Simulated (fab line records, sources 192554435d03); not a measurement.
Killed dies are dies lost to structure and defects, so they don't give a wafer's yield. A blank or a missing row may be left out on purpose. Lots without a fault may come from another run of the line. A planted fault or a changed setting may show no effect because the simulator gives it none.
Split-lot experiment | flow n5_finfet | 7 lots, 21 wafers read, on a route of 1938 steps

THE SPLIT
At N5_BEOL_M11_ALD_74 (deposits TaN, target thk 2 nm, pulse time 2 s, purge time 3 s), the setting ald_cycles was moved away from the recipe's 40 on 7 of the 21 wafers read, by -15.0% to +7.5%. The other wafers ran this setting at the recipe's value.

The reading is taken at the split's own step.

THE READING
TaN_of_BEOL_M11_ALD_74.thk_nm (the simulator's own value, which no gauge read), in nm, at N5_BEOL_M11_ALD_74 (deposits TaN, target thk 2 nm, pulse time 2 s, purge time 3 s). The file gives no usual value for it.

wafer  | tool, chamber at the split | ald_cycles as run | against the recipe | TaN_of_BEOL_M11_ALD_74.thk_nm, nm | against lot-mates on the recipe
L082.1 | ald_metal-04, 2            | 37                | -7.5%              | 1.8                               | -0.2
L082.2 | ald_metal-04, 1,0          | 40                | recipe             | 2                                 | -
L082.4 | ald_metal-04, 1,0          | 40                | recipe             | 2                                 | -
L077.2 | ald_metal-02, 1            | 40                | recipe             | 2                                 | -
L077.5 | ald_metal-02, 1            | 40                | recipe             | 2                                 | -
L077.4 | ald_metal-02, 3            | 43                | +7.5%              | 2.2                               | +0.2
L083.2 | ald_metal-01, 1            | 37                | -7.5%              | 1.8                               | -0.2
L083.4 | ald_metal-01, 2,3          | 40                | recipe             | 2                                 | -
L083.5 | ald_metal-01, 2,3          | 40                | recipe             | 2                                 | -
L086.1 | ald_metal-01, 1,0          | 43                | +7.5%              | 2.2                               | +0.2
L086.5 | ald_metal-01, 1,0          | 43                | +7.5%              | 2.2                               | +0.2
L086.3 | ald_metal-01, 2            | 40                | recipe             | 2                                 | -
L087.1 | ald_metal-04, 3,0,1        | 40                | recipe             | 2                                 | -
L087.2 | ald_metal-04, 3,0,1        | 40                | recipe             | 2                                 | -
L087.4 | ald_metal-04, 3,0,1        | 40                | recipe             | 2                                 | -
L090.2 | ald_metal-01, 3            | 40                | recipe             | 2                                 | -
L090.3 | ald_metal-01, 1            | 34                | -15.0%             | 1.6                               | -0.4
L090.5 | ald_metal-01, 1            | 34                | -15.0%             | 1.6                               | -0.4
L092.1 | ald_metal-01, 3,1,0        | 40                | recipe             | 2                                 | -
L092.2 | ald_metal-01, 3,1,0        | 40                | recipe             | 2                                 | -
L092.4 | ald_metal-01, 3,1,0        | 40                | recipe             | 2                                 | -
Where a row lists several chambers, the file gives one row for several wafers and doesn't say which wafer went through which chamber.

THE FIT
A straight line over all 21 wafers: TaN_of_BEOL_M11_ALD_74.thk_nm changes by +0.0267 nm for each +1% of ald_cycles; r = +1.00; the points scatter about the line by 0 nm.
The same after taking each lot's own level away (the mean of its wafers on the recipe; 21 wafers): +0.0267 nm for each +1%; r = +1.00; scatter 0 nm.
On that fit, the largest move of ald_cycles shifts the reading by 0.4 nm.
The lots' own levels span 2.00 to 2.00 nm.
So the lot-to-lot level changes the slope little: the two slopes agree.
Check: with one of the wafers moved furthest among these (-15.0%) left out of the fit, the line predicts -0.4 nm for it against its lot-mates. It came out at -0.4 nm against them.

OTHER SPLITS ON THESE WAFERS
These wafers also went through other splits before the reading. Each is held against what the fit with the lots' levels taken away leaves over:
other split on the same wafers     | wafers away from the commonest value | r with TaN_of_BEOL_M11_ALD_74.thk_nm (lot level and that fit taken away)
N5_BEOL_M9_TRENCH_ETCH_37 source_w | 9                                    | -0.38
N5_BEOL_M11_ETCH_62 time_s         | 8                                    | +0.08
N5_BEOL_M11_COAT_63 spin_rpm       | 4                                    | +0.13

THE FILE'S OWN FIT
TaN_of_BEOL_M11_ALD_74.thk_nm changes by +0.0267 nm for each +1% of ald_cycles, r = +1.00.
